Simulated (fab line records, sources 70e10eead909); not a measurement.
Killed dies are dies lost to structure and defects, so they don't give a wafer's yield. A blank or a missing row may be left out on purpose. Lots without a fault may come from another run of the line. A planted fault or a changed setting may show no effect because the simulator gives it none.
Which tool did it? | flow nand_harc | 24 lots, 72 wafers sampled, at 6 steps of a route of 1302

WHAT THE GAUGES READ, wafer by wafer
The record holds no reading of a measuring or inspecting step that can be judged against a usual standard deviation.

WHICH TOOL RAN EACH LOT (tool, then ch and the chambers of the sampled wafers, then the start)
lot  | NHARC_A_CHANNEL_FILL_D1_STRIP_29              | NHARC_A_DECK1_JOINT_CMP_13    | NHARC_A_DECK1_JOINT_ETCHBACK_00  | NHARC_A_DECK1_JOINT_CMP_02    | NHARC_A_CHANNEL_HOLE_D2_ETCH_38    | NHARC_A_CHANNEL_FILL_D2_ALD_15
L074 | rie_diel-08 ch 0,2,3, day 11 06:34 or earlier | cmp-02 ch 1,2,3, day 11 06:34 | rie_si-03 ch 1,2, day 11 06:54   | cmp-02 ch 0,2,3, day 12 04:13 | rie_diel-12 ch 1,2,3, day 12 22:32 | ald_sin_batch-02 ch 0, no start
L075 | rie_diel-10 ch 2,3, day 11 14:19 or earlier   | cmp-02 ch 0,2, day 11 14:19   | rie_si-03 ch 1,3, day 11 14:42   | cmp-03 ch 1,3, day 12 18:41   | rie_diel-11 ch 0,1,2, day 13 16:27 | ald_sin_batch-03 ch 0, no start
L076 | rie_diel-08 ch 2,3, day 12 04:23 or earlier   | cmp-03 ch 1,2,3, day 12 04:23 | rie_si-01 ch 0,2,3, day 12 04:46 | cmp-02 ch 0,1,3, day 13 00:31 | rie_diel-12 ch 2,3, day 13 20:20   | ald_sin_batch-01 ch 0, no start
L077 | rie_diel-08 ch 0,1,2, day 12 19:11 or earlier | cmp-01 ch 2,3, day 12 19:11   | rie_si-01 ch 0,2,3, day 12 19:34 | cmp-03 ch 0,3, day 13 18:46   | rie_diel-04 ch 0,2,3, day 14 12:16 | ald_sin_batch-03 ch 0, no start
L078 | rie_diel-10 ch 0,1, day 12 22:43 or earlier   | cmp-02 ch 0,2,3, day 12 22:43 | rie_si-01 ch 0,1,2, day 12 23:05 | cmp-02 ch 1,2, day 13 23:21   | rie_diel-04 ch 0,3, day 14 18:07   | ald_sin_batch-02 ch 0, no start
L079 | rie_diel-08 ch 0,2, day 13 05:35 or earlier   | cmp-03 ch 0,2,3, day 13 05:35 | rie_si-01 ch 1,3, day 13 05:58   | cmp-03 ch 1,2, day 14 09:40   | rie_diel-11 ch 0,3, day 15 03:20   | ald_sin_batch-02 ch 0, no start
L080 | rie_diel-08 ch 0,1,2, day 14 00:56 or earlier | cmp-03 ch 0,2,3, day 14 00:56 | rie_si-06 ch 0,1,3, day 14 01:18 | cmp-01 ch 0,2, day 15 08:50   | rie_diel-11 ch 1,2,3, day 16 02:47 | ald_sin_batch-02 ch 0, no start
L082 | rie_diel-08 ch 2,3, day 14 13:17 or earlier   | cmp-03 ch 0,3, day 14 13:17   | rie_si-01 ch 0,2, day 14 13:43   | cmp-03 ch 1,2,3, day 15 09:26 | rie_diel-12 ch 0,2, day 16 03:30   | ald_sin_batch-03 ch 0, no start
L081 | rie_diel-10 ch 0,2,3, day 14 13:17 or earlier | cmp-02 ch 1,2, day 14 13:17   | rie_si-06 ch 0,2, day 14 13:41   | cmp-01 ch 1,2, day 15 09:24   | rie_diel-12 ch 0,1,2, day 16 02:37 | ald_sin_batch-02 ch 0, day 16 19:47
L083 | rie_diel-10 ch 1,2,3, day 15 10:07 or earlier | cmp-03 ch 0,1,2, day 15 10:07 | rie_si-06 ch 1,3, day 15 10:28   | cmp-02 ch 0,1,3, day 16 06:14 | rie_diel-04 ch 2,3, day 17 02:49   | ald_sin_batch-01 ch 0, no start
L084 | rie_diel-08 ch 0,1,3, day 15 10:04 or earlier | cmp-02 ch 1,2,3, day 15 10:04 | rie_si-03 ch 1,2,3, day 15 10:26 | cmp-01 ch 0,1,2, day 16 06:13 | rie_diel-11 ch 0,1,3, day 17 04:19 | ald_sin_batch-01 ch 0, no start
L085 | rie_diel-09 ch 1,2,3, day 15 17:55 or earlier | cmp-03 ch 1,2,3, day 15 17:55 | rie_si-03 ch 1,2,3, day 15 18:17 | cmp-02 ch 2,3, day 16 19:13   | rie_diel-11 ch 0,3, day 17 12:05   | ald_sin_batch-01 ch 0, no start
L086 | rie_diel-10 ch 1,2,3, day 15 12:29            | cmp-02 ch 0,1, day 16 04:52   | rie_si-06 ch 0,1,3, day 16 05:16 | cmp-03 ch 1,3, day 17 01:03   | rie_diel-04 ch 0,2,3, day 18 05:10 | ald_sin_batch-03 ch 0, no start
L087 | rie_diel-09 ch 1,2,3, day 16 18:48 or earlier | cmp-01 ch 0,1,3, day 16 18:48 | rie_si-01 ch 0,2, day 16 19:09   | cmp-03 ch 2,3, day 17 18:26   | rie_diel-12 ch 0,1,3, day 18 11:22 | ald_sin_batch-03 ch 0, no start
L089 | rie_diel-09 ch 0,1,3, day 17 06:43 or earlier | cmp-02 ch 1,3, day 17 06:43   | rie_si-01 ch 2,3, day 17 07:05   | cmp-03 ch 0,1,2, day 18 06:32 | rie_diel-04 ch 0,1,3, day 18 23:29 | ald_sin_batch-03 ch 0, no start
L088 | rie_diel-09 ch 0,1, day 17 20:37 or earlier   | cmp-01 ch 0,1,3, day 17 20:37 | rie_si-06 ch 2,3, day 17 20:55   | cmp-01 ch 1,2, day 18 20:42   | rie_diel-11 ch 1,2,3, day 19 16:50 | ald_sin_batch-02 ch 0, no start
L091 | rie_diel-09 ch 2,3, day 18 03:11 or earlier   | cmp-03 ch 0,1,3, day 18 03:11 | rie_si-06 ch 1,2,3, day 18 03:32 | cmp-03 ch 0,1,3, day 18 20:44 | rie_diel-04 ch 2,3, day 19 16:38   | ald_sin_batch-01 ch 0, no start
L090 | rie_diel-10 ch 0,2,3, day 18 03:08 or earlier | cmp-02 ch 0,1,3, day 18 03:08 | rie_si-01 ch 1,2,3, day 18 03:31 | cmp-02 ch 0,2,3, day 18 20:42 | rie_diel-04 ch 1,2,3, day 19 14:58 | ald_sin_batch-01 ch 0, no start
L092 | rie_diel-10 ch 0,2, day 18 16:40 or earlier   | cmp-03 ch 0,1,2, day 18 16:40 | rie_si-01 ch 1,3, day 18 17:01   | cmp-02 ch 1,2, day 19 16:31   | rie_diel-12 ch 2,3, day 20 09:40   | ald_sin_batch-03 ch 0, no start
L093 | rie_diel-09 ch 0,2,3, day 19 07:47 or earlier | cmp-03 ch 1,2, day 19 07:47   | rie_si-01 ch 1,2, day 19 08:10   | cmp-03 ch 1,2, day 20 04:53   | rie_diel-04 ch 2,3, day 21 00:47   | ald_sin_batch-01 ch 0, no start
L094 | rie_diel-10 ch 0,3, day 19 22:17 or earlier   | cmp-03 ch 0,1, day 19 22:17   | rie_si-03 ch 1,2,3, day 19 22:40 | cmp-01 ch 2,3, day 20 20:28   | rie_diel-11 ch 0,3, day 21 18:11   | ald_sin_batch-02 ch 0, day 22 12:07
L095 | rie_diel-09 ch 1,3, day 20 05:11 or earlier   | cmp-01 ch 0,2,3, day 20 05:11 | rie_si-06 ch 0,1,3, day 20 05:35 | cmp-03 ch 0,1, day 21 14:30   | rie_diel-12 ch 0,2,3, day 22 08:38 | ald_sin_batch-03 ch 0, day 23 00:41
L096 | rie_diel-10 ch 0,2,3, day 20 11:29 or earlier | cmp-02 ch 0,1, day 20 11:29   | rie_si-06 ch 0,1,2, day 20 11:55 | cmp-02 ch 0,1,2, day 21 14:33 | rie_diel-11 ch 0,2,3, day 22 07:17 | ald_sin_batch-03 ch 0, no start
L097 | rie_diel-09 ch 0,1,3, day 20 20:14 or earlier | cmp-02 ch 0,2,3, day 20 20:14 | rie_si-03 ch 0,2,3, day 20 20:37 | cmp-03 ch 0,2,3, day 21 21:30 | rie_diel-12 ch 0,2,3, day 22 16:59 | ald_sin_batch-02 ch 0, day 23 14:20
- NHARC_A_CHANNEL_FILL_D1_STRIP_29: strips in O2, time 20 s.
- NHARC_A_DECK1_JOINT_CMP_13: polishes, target thk 51.023 nm.
- NHARC_A_DECK1_JOINT_ETCHBACK_00: etches the open film in HBr, target depth 30 nm, time 17.4 s.
- NHARC_A_DECK1_JOINT_CMP_02: polishes SiOx.
- NHARC_A_CHANNEL_HOLE_D2_ETCH_38: etches the open film in CF4, target depth 39 nm, time 65 s.
- NHARC_A_CHANNEL_FILL_D2_ALD_15: deposits SiNx, target thk 2 nm, pulse time 60 s, ald cycles 19.

WHAT THE TOOLS THEMSELVES READ (means of the sampled wafers that have a number; where no wafer has one, the mark that the record gives instead)
NHARC_A_CHANNEL_FILL_D1_STRIP_29.
lot  | tool        | drypump_motor_current_A (A) | oes_product_au (a.u.) | rf_vpp_V (V) | showerhead_plenum_p_Torr (Torr) | throttle_valve_pct (%)
L074 | rie_diel-08 | 5.91                        | 0.981                 | 57.9         | 3.40                            | 17.046
L075 | rie_diel-10 | 5.99                        | 1.001                 | 57.5         | 3.57                            | 17.038
L076 | rie_diel-08 | 5.75                        | 0.990                 | 58.1         | 3.41                            | 17.045
L077 | rie_diel-08 | 6.02                        | 0.989                 | 57.2         | 3.42                            | 17.034
L078 | rie_diel-10 | 5.79                        | 1.020                 | 57.9         | 3.51                            | 17.040
L079 | rie_diel-08 | 6.14                        | 0.988                 | 57.4         | 3.37                            | 17.038
L080 | rie_diel-08 | 6.02                        | 0.994                 | 57.5         | 3.42                            | 17.044
L082 | rie_diel-08 | 5.76                        | 1.007                 | 57.8         | 3.41                            | 17.037
L081 | rie_diel-10 | 5.82                        | 1.021                 | 58.2         | 3.56                            | 17.026
L083 | rie_diel-10 | 5.75                        | 1.015                 | 56.9         | 3.48                            | 17.043
L084 | rie_diel-08 | 5.77                        | 0.993                 | 57.7         | 3.45                            | 17.028
L085 | rie_diel-09 | 5.93                        | 0.999                 | 57.6         | 3.52                            | 17.032
L086 | rie_diel-10 | 5.76                        | 1.004                 | 57.9         | 3.48                            | 17.032
L087 | rie_diel-09 | 5.94                        | 0.990                 | 57.7         | 3.52                            | 17.042
L089 | rie_diel-09 | 5.91                        | 0.994                 | 57.1         | 3.48                            | 17.032
L088 | rie_diel-09 | 5.89                        | 1.005                 | 57.3         | 3.45                            | 17.032
L091 | rie_diel-09 | 6.09                        | 0.999                 | 57.6         | 3.42                            | 17.029
L090 | rie_diel-10 | 5.82                        | 1.012                 | 57.8         | 3.56                            | 17.037
L092 | rie_diel-10 | 5.65                        | 1.022                 | 57.6         | 3.55                            | 17.043
L093 | rie_diel-09 | 6.05                        | 0.988                 | 57.0         | 3.39                            | 17.032
L094 | rie_diel-10 | 6.19                        | 1.012                 | 57.7         | 3.59                            | 17.025
L095 | rie_diel-09 | 5.96                        | 0.990                 | 57.3         | 3.51                            | 17.032
L096 | rie_diel-10 | 5.81                        | 1.006                 | 57.9         | 3.55                            | 17.030
L097 | rie_diel-09 | 5.93                        | 1.009                 | 58.3         | 3.48                            | 17.042

NHARC_A_DECK1_JOINT_CMP_13.
lot  | tool   | motor_current_A (A) | retaining_ring_pressure_frac | time_to_endpoint_s (s)
L074 | cmp-02 | 11.5                | 1.004                        | 12
L075 | cmp-02 | 12.6                | 0.996                        | 10
L076 | cmp-03 | 12.9                | 1.003                        | 13
L077 | cmp-01 | 11.1                | 1.000                        | 9
L078 | cmp-02 | 11.8                | 1.004                        | 11
L079 | cmp-03 | 12.3                | 0.995                        | 10
L080 | cmp-03 | 12.4                | 1.004                        | 13
L082 | cmp-03 | 11.6                | 1.005                        | 12
L081 | cmp-02 | 12.6                | 1.001                        | 14
L083 | cmp-03 | 13.3                | 1.001                        | 13
L084 | cmp-02 | 11.8                | 1.006                        | 8
L085 | cmp-03 | 12.8                | 0.998                        | 12
L086 | cmp-02 | 12.7                | 0.998                        | 8
L087 | cmp-01 | 12.5                | 1.001                        | 9
L089 | cmp-02 | 10.8                | 1.005                        | 5
L088 | cmp-01 | 12.5                | 1.002                        | 9
L091 | cmp-03 | 12.8                | 1.000                        | 12
L090 | cmp-02 | 12.0                | 1.007                        | 7
L092 | cmp-03 | 13.2                | 0.998                        | 9
L093 | cmp-03 | 13.7                | 0.993                        | 11
L094 | cmp-03 | 12.7                | 1.001                        | 9
L095 | cmp-01 | 12.1                | 1.003                        | 8
L096 | cmp-02 | 12.4                | 1.001                        | 7
L097 | cmp-02 | 12.3                | 0.999                        | 10

NHARC_A_DECK1_JOINT_ETCHBACK_00.
lot  | tool      | drypump_motor_current_A (A) | oes_product_au (a.u.) | throttle_valve_pct (%)
L074 | rie_si-03 | 5.4                         | 0.988                 | 23.266
L075 | rie_si-03 | 5.2                         | 1.011                 | 23.258
L076 | rie_si-01 | 5.8                         | 0.993                 | 23.265
L077 | rie_si-01 | 5.8                         | 1.002                 | 23.271
L078 | rie_si-01 | 5.9                         | 1.004                 | 23.272
L079 | rie_si-01 | 6.3                         | 1.004                 | 23.268
L080 | rie_si-06 | 5.7                         | 1.001                 | 23.269
L082 | rie_si-01 | 5.6                         | 0.998                 | 23.267
L081 | rie_si-06 | 5.7                         | 1.012                 | 23.271
L083 | rie_si-06 | 5.6                         | 0.995                 | 23.255
L084 | rie_si-03 | 5.3                         | 0.995                 | 23.258
L085 | rie_si-03 | 5.3                         | 0.999                 | 23.271
L086 | rie_si-06 | 5.7                         | 0.994                 | 23.265
L087 | rie_si-01 | 5.6                         | 1.018                 | 23.258
L089 | rie_si-01 | 5.7                         | 0.996                 | 23.276
L088 | rie_si-06 | 5.4                         | 1.005                 | 23.273
L091 | rie_si-06 | 5.5                         | 1.002                 | 23.261
L090 | rie_si-01 | 6.0                         | 1.006                 | 23.275
L092 | rie_si-01 | 6.3                         | 1.000                 | 23.254
L093 | rie_si-01 | 6.1                         | 0.995                 | 23.263
L094 | rie_si-03 | 5.3                         | 0.988                 | 23.260
L095 | rie_si-06 | 5.7                         | 1.001                 | 23.270
L096 | rie_si-06 | 5.8                         | 0.998                 | 23.267
L097 | rie_si-03 | 5.3                         | 1.006                 | 23.261

NHARC_A_DECK1_JOINT_CMP_02.
lot  | tool   | motor_current_A (A) | retaining_ring_pressure_frac
L074 | cmp-02 | 11.7                | 1.008
L075 | cmp-03 | 11.8                | 1.000
L076 | cmp-02 | 12.0                | 1.002
L077 | cmp-03 | 12.0                | 1.003
L078 | cmp-02 | 12.1                | 0.999
L079 | cmp-03 | 14.1                | 1.001
L080 | cmp-01 | 13.0                | 1.004
L082 | cmp-03 | 12.9                | 0.997
L081 | cmp-01 | 11.8                | 1.005
L083 | cmp-02 | 11.3                | 0.999
L084 | cmp-01 | 11.9                | 1.003
L085 | cmp-02 | 10.7                | 1.007
L086 | cmp-03 | 11.6                | 0.998
L087 | cmp-03 | 11.6                | 1.000
L089 | cmp-03 | 13.4                | 1.001
L088 | cmp-01 | 11.9                | 0.999
L091 | cmp-03 | 12.3                | 0.998
L090 | cmp-02 | 12.0                | 1.002
L092 | cmp-02 | 12.5                | 0.999
L093 | cmp-03 | 14.3                | 0.997
L094 | cmp-01 | 11.0                | 0.999
L095 | cmp-03 | 12.5                | 0.999
L096 | cmp-02 | 12.1                | 0.996
L097 | cmp-03 | 12.4                | 1.006

NHARC_A_CHANNEL_HOLE_D2_ETCH_38.
lot  | tool        | drypump_motor_current_A (A) | oes_product_au (a.u.) | rf_vpp_V (V) | showerhead_plenum_p_Torr (Torr) | throttle_valve_pct (%)
L074 | rie_diel-12 | 5.5                         | 1.004                 | 150.7        | 1.76                            | 13.283
L075 | rie_diel-11 | 6.3                         | 1.009                 | 150.9        | 1.81                            | 13.283
L076 | rie_diel-12 | 5.4                         | 0.985                 | 152.1        | 1.77                            | 13.286
L077 | rie_diel-04 | 5.4                         | 1.007                 | 152.0        | 1.74                            | 13.291
L078 | rie_diel-04 | 5.7                         | 1.001                 | 149.9        | 1.77                            | 13.281
L079 | rie_diel-11 | 6.1                         | 0.994                 | 152.3        | 1.85                            | 13.282
L080 | rie_diel-11 | 5.7                         | 0.987                 | 152.1        | 1.83                            | 13.283
L082 | rie_diel-12 | 5.7                         | 0.985                 | 151.1        | 1.74                            | 13.286
L081 | rie_diel-12 | 5.8                         | 1.001                 | 150.6        | 1.73                            | 13.281
L083 | rie_diel-04 | 5.1                         | 1.013                 | 151.4        | 1.72                            | 13.283
L084 | rie_diel-11 | 6.0                         | 0.987                 | 151.7        | 1.80                            | 13.287
L085 | rie_diel-11 | 6.2                         | 0.989                 | 152.4        | 1.85                            | 13.287
L086 | rie_diel-04 | 5.4                         | 1.006                 | 151.2        | 1.74                            | 13.280
L087 | rie_diel-12 | 5.6                         | 1.002                 | 151.7        | 1.75                            | 13.290
L089 | rie_diel-04 | 5.9                         | 0.988                 | 151.8        | 1.80                            | 13.285
L088 | rie_diel-11 | 5.8                         | 0.996                 | 152.2        | 1.83                            | 13.280
L091 | rie_diel-04 | 5.5                         | 1.000                 | 151.9        | 1.76                            | 13.290
L090 | rie_diel-04 | 5.6                         | 1.007                 | 150.9        | 1.77                            | 13.290
L092 | rie_diel-12 | 5.3                         | 0.976                 | 150.7        | 1.80                            | 13.284
L093 | rie_diel-04 | 5.5                         | 1.009                 | 150.8        | 1.76                            | 13.283
L094 | rie_diel-11 | 6.1                         | 1.001                 | 151.2        | 1.84                            | 13.283
L095 | rie_diel-12 | 5.5                         | 0.984                 | 151.1        | 1.76                            | 13.284
L096 | rie_diel-11 | 5.9                         | 1.006                 | 152.1        | 1.86                            | 13.290
L097 | rie_diel-12 | 5.5                         | 0.985                 | 150.9        | 1.76                            | 13.281

NHARC_A_CHANNEL_FILL_D2_ALD_15.
lot  | tool             | precursor_pulse_height_rel
L074 | ald_sin_batch-02 | 0.994
L075 | ald_sin_batch-03 | 0.984
L076 | ald_sin_batch-01 | 1.016
L077 | ald_sin_batch-03 | 1.024
L078 | ald_sin_batch-02 | 1.021
L079 | ald_sin_batch-02 | 0.991
L080 | ald_sin_batch-02 | 1.015
L082 | ald_sin_batch-03 | 1.013
L081 | ald_sin_batch-02 | 1.000
L083 | ald_sin_batch-01 | 1.004
L084 | ald_sin_batch-01 | 1.008
L085 | ald_sin_batch-01 | 1.010
L086 | ald_sin_batch-03 | 1.001
L087 | ald_sin_batch-03 | 0.987
L089 | ald_sin_batch-03 | 0.994
L088 | ald_sin_batch-02 | 0.970
L091 | ald_sin_batch-01 | 0.994
L090 | ald_sin_batch-01 | 1.011
L092 | ald_sin_batch-03 | 1.029
L093 | ald_sin_batch-01 | 1.004
L094 | ald_sin_batch-02 | 1.012
L095 | ald_sin_batch-03 | 0.994
L096 | ald_sin_batch-03 | 1.004
L097 | ald_sin_batch-02 | 1.001

THE ANSWER, worked out from the rows above alone
Rule: what is usual is taken from the lots themselves. Put in order of their means at a reading, lots are off if they are a third of the lots or fewer, leave a main group of 4 or more, and stand apart from it by a gap of 3 or more times the standard deviation of the main group's means; of several such gaps the widest counts. A main group whose means are all the same, to the digits that the tables above print for the reading, isn't used. A lot without any number at a reading at which 4 lots or more have one is off too. The other lots that the step has rows for count as sound. The gauges are gone through in route order, then the tools' own readings, and for those a lot's mean is taken as printed above. The first step at which some lot is off is used, and at that step the reading that is off furthest; a lot without a number counts as furthest.
No lot is off at any reading shown: from this, nothing can be told.

WHAT THE SIMULATOR HAD PUT IN
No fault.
